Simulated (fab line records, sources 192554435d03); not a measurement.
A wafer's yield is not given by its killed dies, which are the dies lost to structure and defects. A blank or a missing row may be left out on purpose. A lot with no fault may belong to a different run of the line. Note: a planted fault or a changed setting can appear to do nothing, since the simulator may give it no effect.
Split-lot experiment ; flow n5Finfet ; 7 lots, 39 wafers read, on a route of 1938 steps

## THE SPLIT
At N5_BEOL_M9_HM_DEP_02 (deposits TiN, target thk 20 nm), the setting targetThkA was moved away from the recipe's 200 angstrom on 12 of the 39 wafers read, by -47.7% to +27.2%. The other wafers ran this setting at the recipe's value.

## FROM THE SPLIT TO THE READING: what the file shows between them, 4 steps
- N5_BEOL_M9_COAT_59: time 60 s, resist thk 100 nm
- N5_BEOL_M9_COAT_60: time 60 s, resist thk 30 nm
- N5_BEOL_M9_STRIP_68: strips in N2/H2
- N5_BEOL_M9_STRIP_67: strips in CF4

## THE READING
etch.depthNm (the simulator's own value, which no gauge read), in nm, at N5_BEOL_M9_HM_OPEN_17 (chemistry Cl2/BCl3, target TiN, target depth 20 nm, overetch 6 nm). There is no usual value for it anywhere in the file. Across the 27 wafers here that went through the recipe, the average is 19.90 nm and the standard deviation 0.14 nm.

wafer;tool, chamber at the split;targetThkA as run, angstrom;against the recipe;etch.depthNm, nm;against lot-mates on the recipe
L077.1;pvdSputter-03, -;200;recipe;19.84;-
L077.5;pvdSputter-03, -;200;recipe;19.84;-
L077.3;pvdSputter-03, -;200;recipe;19.99;-
L080.1;pvdSputter-02, -;200;recipe;19.88;-
L080.6;pvdSputter-02, -;200;recipe;19.88;-
L080.2;pvdSputter-02, -;200;recipe;19.72;-
L080.3;pvdSputter-02, -;200;recipe;19.81;-
L080.4;pvdSputter-02, -;200;recipe;19.73;-
L080.5;pvdSputter-02, -;200;recipe;19.83;-
L083.1;pvdSputter-02, -;200;recipe;20.1;-
L083.2;pvdSputter-02, -;104.6;-47.7%;10.3;-9.72
L083.3;pvdSputter-02, -;200;recipe;19.96;-
L083.4;pvdSputter-02, -;200;recipe;20;-
L083.5;pvdSputter-02, -;104.6;-47.7%;10.54;-9.48
L083.6;pvdSputter-02, -;104.6;-47.7%;10.28;-9.74
L087.1;pvdSputter-01, -;200;recipe;19.91;-
L087.2;pvdSputter-01, -;200;recipe;20.01;-
L087.3;pvdSputter-01, -;200;recipe;19.87;-
L087.4;pvdSputter-01, -;200;recipe;19.97;-
L087.5;pvdSputter-01, -;200;recipe;20.09;-
L087.6;pvdSputter-01, -;200;recipe;20.14;-
L090.1;pvdSputter-02, -;236.4;+18.2%;23.4;+3.60
L090.2;pvdSputter-02, -;200;recipe;19.71;-
L090.3;pvdSputter-02, -;200;recipe;19.82;-
L090.4;pvdSputter-02, -;236.4;+18.2%;23.44;+3.64
L090.5;pvdSputter-02, -;236.4;+18.2%;23.43;+3.63
L090.6;pvdSputter-02, -;200;recipe;19.87;-
L092.1;pvdSputter-02, -;200;recipe;20.17;-
L092.2;pvdSputter-02, -;163.5;-18.2%;16.29;-3.74
L092.3;pvdSputter-02, -;163.5;-18.2%;16.27;-3.76
L092.4;pvdSputter-02, -;163.5;-18.2%;16.43;-3.60
L092.5;pvdSputter-02, -;200;recipe;20;-
L092.6;pvdSputter-02, -;200;recipe;19.93;-
L096.1;pvdSputter-03, -;200;recipe;19.79;-
L096.2;pvdSputter-03, -;254.5;+27.2%;25.23;+5.51
L096.3;pvdSputter-03, -;254.5;+27.2%;25.32;+5.60
L096.4;pvdSputter-03, -;200;recipe;19.63;-
L096.5;pvdSputter-03, -;254.5;+27.2%;25.18;+5.46
L096.6;pvdSputter-03, -;200;recipe;19.74;-

THE FIT
A straight line over all 39 wafers: etch.depthNm changes by +0.198 nm for each +1% of targetThkA; r = +1.00; the points scatter about the line by 0.13 nm.
The same after taking each lot's own level away (the mean of its wafers on the recipe; 39 wafers): +0.202 nm for each +1%; r = +1.00; scatter 0.08 nm.
On that fit, the largest move of targetThkA shifts the reading by 9.6 nm.
From 19.720 to 20.033 nm: that is the span of the lots' own levels, equal to 2.3 times the standard deviation above.
The two slopes agree, so the slope changes little with the lot-to-lot level.
Check: for one of the wafers moved furthest among these (-47.7%), held out of the fit, the line's prediction against its lot-mates is -9.62 nm. Against them it came out at -9.72 nm.

## THESE WAFERS: OTHER SPLITS
Note: prior to the reading, these wafers also went through further splits. Each is held against what the fit with the lots' levels taken away leaves over:
other split on the same wafers;wafers away from the commonest value;r with etch.depthNm (lot level and that fit taken away)
N5_SD_EPI_N_ETCH_45 targetDepthA;12;-0.07
N5_SDB_ALD_29 aldCycles;12;+0.29
N5_MOL_CONTACT_COAG_ALD_123 aldCycles;15;+0.19

## THE WHOLE CHAIN: every reading that the file lists as answering this split, in the file's order
step;what it does;reading;change (the file's fit);r (the file's)
N5_BEOL_M9_HM_DEP_02;deposits TiN, target thk 20 nm;TiN_of_BEOL_M9_HM_DEP_02.thkNm (the simulator's own value, which no gauge read);+0.203 nm for each +1% of the setting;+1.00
N5_BEOL_M9_HM_OPEN_17;chemistry Cl2/BCl3, target TiN, target depth 20 nm, overetch 6 nm;etch.depthNm (the simulator's own value, which no gauge read);+0.202 nm for each +1% of the setting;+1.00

## FILE'S OWN FIT
etch.depthNm changes by +0.202 nm for each +1% of targetThkA, r = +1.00.
